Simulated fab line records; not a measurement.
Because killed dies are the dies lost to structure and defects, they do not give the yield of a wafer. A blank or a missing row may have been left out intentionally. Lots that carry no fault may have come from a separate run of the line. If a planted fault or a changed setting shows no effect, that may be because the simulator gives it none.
Which tool did it? ; flow nand-harc ; 24 lots, 72 wafers sampled, at 5 steps of a route of 1302

== WHAT THE GAUGES SHOWED, per wafer ==
NHARC_A_ONON_D2_THK_MEAS_05: measures by ellipsometry.
lot;measured;on;thk-nm (nm)
L075;day 12 07:07;film-metro-01;1007 1008 1005
L074;day 12 07:15;film-metro-01;980 979 978
L076;day 13 11:30;film-metro-01;988 989 989
L077;day 13 18:57;film-metro-02;993 994 994
L079;day 14 08:56;film-metro-02;991 988 988
L078;day 14 09:07;film-metro-01;991 989 989
L080;day 15 02:40;film-metro-02;1012 1012 1011
L081;day 15 02:42;film-metro-01;995 995 996
L082;day 15 16:29;film-metro-02;1004 1005 1005
L083;day 15 16:32;film-metro-01;1012 1012 1011
L084;day 16 22:57;film-metro-01;1017 1016 1017
L085;day 17 07:15;film-metro-02;1001 1001 1002
L086;day 17 14:26;film-metro-01;999 998 998
L087;day 18 02:04;film-metro-01;980 980 980
L089;day 18 09:43;film-metro-01;1003 1001 1002
L088;day 18 09:44;film-metro-02;987 986 989
L090;day 18 21:04;film-metro-01;1010 1011 1009
L092;day 19 15:04;film-metro-02;1000 1000 1001
L091;day 19 15:04;film-metro-01;999 1000 997
L093;day 20 15:17;film-metro-01;1017 1016 1015
L094;day 20 18:53;film-metro-02;974 975 975
L095;day 20 18:53;film-metro-02;999 999 999
L097;day 21 14:56;film-metro-01;991 991 990
L096;day 21 14:57;film-metro-02;1007 1007 1008

NHARC_A_CHANNEL_FILL_D2_INSPECT_13.
lot;measured;on;raw-defect-count
L075;day 15 07:47;defect-inspect-02;417 334 335
L074;day 15 13:51;defect-inspect-02;214 223 192
L076;day 16 15:20;defect-inspect-02;443 533 697
L077;day 16 22:48;defect-inspect-02;440 390 455
L079;day 17 07:02;defect-inspect-02;333 403 414
L078;day 17 07:03;defect-inspect-01;277 389 314
L080;day 18 05:41;defect-inspect-01;369 413 361
L081;day 18 05:41;defect-inspect-02;433 512 472
L082;day 18 15:46;defect-inspect-01;250 291 333
L083;day 18 15:53;defect-inspect-01;296 418 333
L084;day 19 23:55;defect-inspect-02;179 267 197
L085;day 20 13:27;defect-inspect-02;324 319 402
L086;day 20 20:06;defect-inspect-02;516 372 307
L087;day 21 02:40;defect-inspect-01;401 1031 595
L089;day 21 09:43;defect-inspect-01;431 480 565
L088;day 21 12:55;defect-inspect-02;479 352 428
L090;day 22 01:16;defect-inspect-02;271 375 302
L092;day 22 15:15;defect-inspect-02;305 349 309
L091;day 22 15:15;defect-inspect-01;364 435 518
L093;day 23 20:20;defect-inspect-01;433 346 418
L094;day 24 07:59;defect-inspect-02;590 619 304
L095;day 24 02:56;defect-inspect-01;283 333 318
L097;day 24 15:34;defect-inspect-02;459 369 514
L096;day 24 15:23;defect-inspect-01;492 284 488

== WHICH TOOL RAN EACH LOT (tool, then ch and the chambers of the sampled wafers, then the start) ==
lot;NHARC_A_CHANNEL_HOLE_D2_ETCH_16;NHARC_A_CHANNEL_HOLE_D2_STRIP_28;NHARC_A_CHANNEL_FILL_D2_ALD_16
L075;rie-diel-11 ch 1,2,3, day 13 19:52 or earlier;rie-diel-11 ch 0,2,3, day 13 19:52 or earlier;ald-hk-02 ch 0,1,2, day 13 19:52
L074;rie-diel-04 ch 1,2,3, day 13 23:20 or earlier;rie-diel-04 ch 1,2,3, day 13 23:20 or earlier;ald-hk-04 ch 1,2,3, day 13 23:20
L076;rie-diel-11 ch 0,3, day 15 01:26 or earlier;rie-diel-04 ch 2,3, day 15 01:26 or earlier;ald-hk-01 ch 1,2, day 15 01:26
L077;rie-diel-11 ch 1,2, day 15 09:52 or earlier;rie-diel-10 ch 0,1,3, day 15 09:52 or earlier;ald-hk-01 ch 1,2,3, day 15 09:52
L079;rie-diel-11 ch 0,2, day 15 19:01 or earlier;rie-diel-11 ch 0,1,3, day 15 19:01 or earlier;ald-hk-01 ch 1,2, day 15 19:01
L078;rie-diel-04 ch 2,3, day 15 19:13 or earlier;rie-diel-10 ch 0,3, day 15 19:13 or earlier;ald-hk-01 ch 2,3, day 15 19:13
L080;rie-diel-10 ch 2,3, day 16 12:55 or earlier;rie-diel-11 ch 0,2,3, day 16 12:55 or earlier;ald-hk-01 ch 2,3, day 16 12:55
L081;rie-diel-11 ch 0,1,2, day 16 15:56 or earlier;rie-diel-10 ch 0,2,3, day 16 15:56 or earlier;ald-hk-04 ch 1,3, day 16 15:56
L082;rie-diel-10 ch 0,1,3, day 17 03:11 or earlier;rie-diel-11 ch 1,2, day 17 03:11 or earlier;ald-hk-02 ch 1,2,3, day 17 03:11
L083;rie-diel-04 ch 0,2,3, day 17 03:12 or earlier;rie-diel-04 ch 0,1, day 17 03:12 or earlier;ald-hk-01 ch 0,1,2, day 17 03:12
L084;rie-diel-10 ch 0,3, day 18 11:17 or earlier;rie-diel-11 ch 0,2,3, day 18 11:17 or earlier;ald-hk-04 ch 0,1,3, day 18 11:17
L085;rie-diel-11 ch 0,1,3, day 18 20:49 or earlier;rie-diel-10 ch 1,2,3, day 18 20:49 or earlier;ald-hk-04 ch 0,3, day 18 20:49
L086;rie-diel-10 ch 0,2, day 19 05:07 or earlier;rie-diel-11 ch 1,2,3, day 19 05:07 or earlier;ald-hk-01 ch 0,1,3, day 19 05:07
L087;rie-diel-04 ch 1,2,3, day 19 15:23 or earlier;rie-diel-10 ch 2,3, day 19 15:23 or earlier;ald-hk-02 ch 0,1,2, day 19 15:23
L089;rie-diel-10 ch 2,3, day 19 21:47 or earlier;rie-diel-11 ch 1,3, day 19 21:47 or earlier;ald-hk-02 ch 0,1,2, day 19 21:47
L088;rie-diel-04 ch 0,1, day 19 21:47 or earlier;rie-diel-04 ch 0,1,3, day 19 21:47 or earlier;ald-hk-01 ch 2,3, day 19 21:47
L090;rie-diel-11 ch 2,3, day 20 13:09 or earlier;rie-diel-11 ch 0,1,3, day 20 13:09 or earlier;ald-hk-01 ch 0,1, day 20 13:09
L092;rie-diel-04 ch 0,3, day 21 01:57 or earlier;rie-diel-10 ch 2,3, day 21 01:57 or earlier;ald-hk-02 ch 0,2,3, day 21 01:57
L091;rie-diel-10 ch 0,2, day 21 01:46 or earlier;rie-diel-04 ch 0,1, day 21 01:46 or earlier;ald-hk-02 ch 0,2,3, day 21 01:46
L093;rie-diel-04 ch 1,2,3, day 22 07:44 or earlier;rie-diel-10 ch 0,1, day 22 07:44 or earlier;ald-hk-01 ch 1,2,3, day 22 07:44
L094;rie-diel-11 ch 0,1,2, day 22 12:05 or earlier;rie-diel-04 ch 0,1,3, day 22 12:05 or earlier;ald-hk-01 ch 0,1,2, day 22 12:05
L095;rie-diel-10 ch 1,2,3, day 22 12:03 or earlier;rie-diel-11 ch 1,2,3, day 22 12:03 or earlier;ald-hk-02 ch 1,3, day 22 12:03
L097;rie-diel-10 ch 0,1,3, day 23 02:40 or earlier;rie-diel-11 ch 2,3, day 23 02:40 or earlier;ald-hk-04 ch 1,2, day 23 02:40
L096;rie-diel-04 ch 0,2,3, day 23 02:42 or earlier;rie-diel-10 ch 2,3, day 23 02:42 or earlier;ald-hk-01 ch 0,1, day 23 02:42
- NHARC_A_CHANNEL_HOLE_D2_ETCH_16: etches the open film in O2/COS, target depth 3100 nm, time 806 s.
- NHARC_A_CHANNEL_HOLE_D2_STRIP_28: strips in O2.
- NHARC_A_CHANNEL_FILL_D2_ALD_16: deposits SiO2, target thk 1.5 nm, pulse time 10 s, ald cycles 15.

== WHAT THE TOOLS THEMSELVES READ (means of the sampled wafers that have a number; where no wafer has one, the mark that the record gives instead) ==
NHARC_A_CHANNEL_HOLE_D2_ETCH_16.
lot;tool;drypump-motor-current-A (A);oes-product-au (a.u.);rf-vpp-V (V);showerhead-plenum-p-Torr (Torr);throttle-valve-pct (%)
L075;rie-diel-11;5.8;0.998;313.3;3.10;28.335
L074;rie-diel-04;5.6;0.998;314.7;3.16;28.332
L076;rie-diel-11;5.1;0.990;312.5;3.00;28.329
L077;rie-diel-11;6.4;0.990;316.2;3.21;28.330
L079;rie-diel-11;5.6;0.994;314.3;3.11;28.327
L078;rie-diel-04;5.3;0.998;315.5;3.22;28.324
L080;rie-diel-10;5.6;0.997;315.6;3.27;28.338
L081;rie-diel-11;5.8;1.005;314.1;3.12;28.329
L082;rie-diel-10;5.6;1.002;315.7;3.24;28.332
L083;rie-diel-04;6.0;1.011;313.8;3.10;28.334
L084;rie-diel-10;5.7;0.991;315.8;3.28;28.338
L085;rie-diel-11;5.3;0.992;312.6;3.01;28.335
L086;rie-diel-10;5.8;0.986;315.3;3.21;28.336
L087;rie-diel-04;5.6;1.011;314.0;3.15;28.323
L089;rie-diel-10;5.6;0.996;315.3;3.20;28.340
L088;rie-diel-04;6.1;1.009;314.0;3.08;28.334
L090;rie-diel-11;6.2;0.999;314.7;3.17;28.324
L092;rie-diel-04;6.1;1.017;312.8;3.09;28.330
L091;rie-diel-10;5.7;0.992;316.0;3.21;28.335
L093;rie-diel-04;5.6;1.009;314.4;3.15;28.323
L094;rie-diel-11;5.8;1.009;314.0;3.12;28.329
L095;rie-diel-10;5.5;1.000;316.0;3.20;28.336
L097;rie-diel-10;5.6;1.002;316.4;3.24;28.332
L096;rie-diel-04;6.0;1.000;313.3;3.09;28.328

NHARC_A_CHANNEL_HOLE_D2_STRIP_28.
lot;tool;drypump-motor-current-A (A);oes-product-au (a.u.);rf-vpp-V (V);showerhead-plenum-p-Torr (Torr);throttle-valve-pct (%)
L075;rie-diel-11;5.6;0.993;57.6;3.49;17.039
L074;rie-diel-04;5.6;1.004;58.3;3.57;17.033
L076;rie-diel-04;5.8;0.993;59.0;3.52;17.039
L077;rie-diel-10;5.6;1.001;58.1;3.66;17.029
L079;rie-diel-11;5.3;1.004;58.1;3.41;17.037
L078;rie-diel-10;5.7;0.999;58.2;3.74;17.046
L080;rie-diel-11;5.6;0.990;57.7;3.49;17.042
L081;rie-diel-10;5.7;0.999;58.0;3.66;17.047
L082;rie-diel-11;6.0;1.008;57.4;3.54;17.038
L083;rie-diel-04;6.1;1.008;58.0;3.48;17.023
L084;rie-diel-11;5.6;0.998;57.1;3.49;17.026
L085;rie-diel-10;5.5;0.999;57.9;3.61;17.027
L086;rie-diel-11;5.8;0.990;57.9;3.50;17.033
L087;rie-diel-10;5.6;0.992;58.3;3.70;17.040
L089;rie-diel-11;5.5;1.007;58.2;3.42;17.042
L088;rie-diel-04;5.8;1.006;58.2;3.55;17.032
L090;rie-diel-11;5.3;1.006;56.8;3.40;17.036
L092;rie-diel-10;5.6;0.999;58.2;3.61;17.032
L091;rie-diel-04;6.5;1.007;57.6;3.41;17.041
L093;rie-diel-10;5.7;0.996;58.5;3.62;17.033
L094;rie-diel-04;5.8;1.007;57.3;3.55;17.043
L095;rie-diel-11;5.8;1.015;57.5;3.49;17.036
L097;rie-diel-11;6.2;1.002;58.4;3.58;17.033
L096;rie-diel-10;5.6;1.001;57.6;3.61;17.033

NHARC_A_CHANNEL_FILL_D2_ALD_16.
lot;tool;heater-power-w (W);precursor-pulse-height-rel
L075;ald-hk-02;510;1.012
L074;ald-hk-04;444;0.994
L076;ald-hk-01;485;0.995
L077;ald-hk-01;467;1.017
L079;ald-hk-01;478;1.015
L078;ald-hk-01;503;1.018
L080;ald-hk-01;486;0.978
L081;ald-hk-04;444;1.000
L082;ald-hk-02;500;1.000
L083;ald-hk-01;461;1.022
L084;ald-hk-04;463;1.005
L085;ald-hk-04;485;1.006
L086;ald-hk-01;451;0.994
L087;ald-hk-02;502;1.001
L089;ald-hk-02;506;0.993
L088;ald-hk-01;484;1.008
L090;ald-hk-01;425;0.991
L092;ald-hk-02;493;1.011
L091;ald-hk-02;490;1.014
L093;ald-hk-01;452;1.013
L094;ald-hk-01;435;0.993
L095;ald-hk-02;507;1.026
L097;ald-hk-04;436;0.998
L096;ald-hk-01;403;1.009

== THE ANSWER, worked out from the rows above alone ==
Rule: usual is defined by the lots themselves. Put in order of their means at a reading, lots are off if they are a third of the lots or fewer, leave a main group of 4 or more, and stand apart from it by a gap of 3 or more times the standard deviation of the main group's means; of several such gaps the widest counts. A main group is skipped when, at the precision printed for the reading in the tables above, its means are all equal. A lot without any number at a reading at which 4 lots or more have one is off too. Any other lot the step has rows for is counted as sound. After the gauges, taken in route order, come the tools' own readings; for these a lot's mean is taken, as printed above. The first step at which some lot is off is used, and at that step the reading that is off furthest; a lot without a number counts as furthest.
No lot is off on any of the readings shown, so nothing can be concluded from this.

== WHAT WAS PUT IN BY THE SIMULATOR ==
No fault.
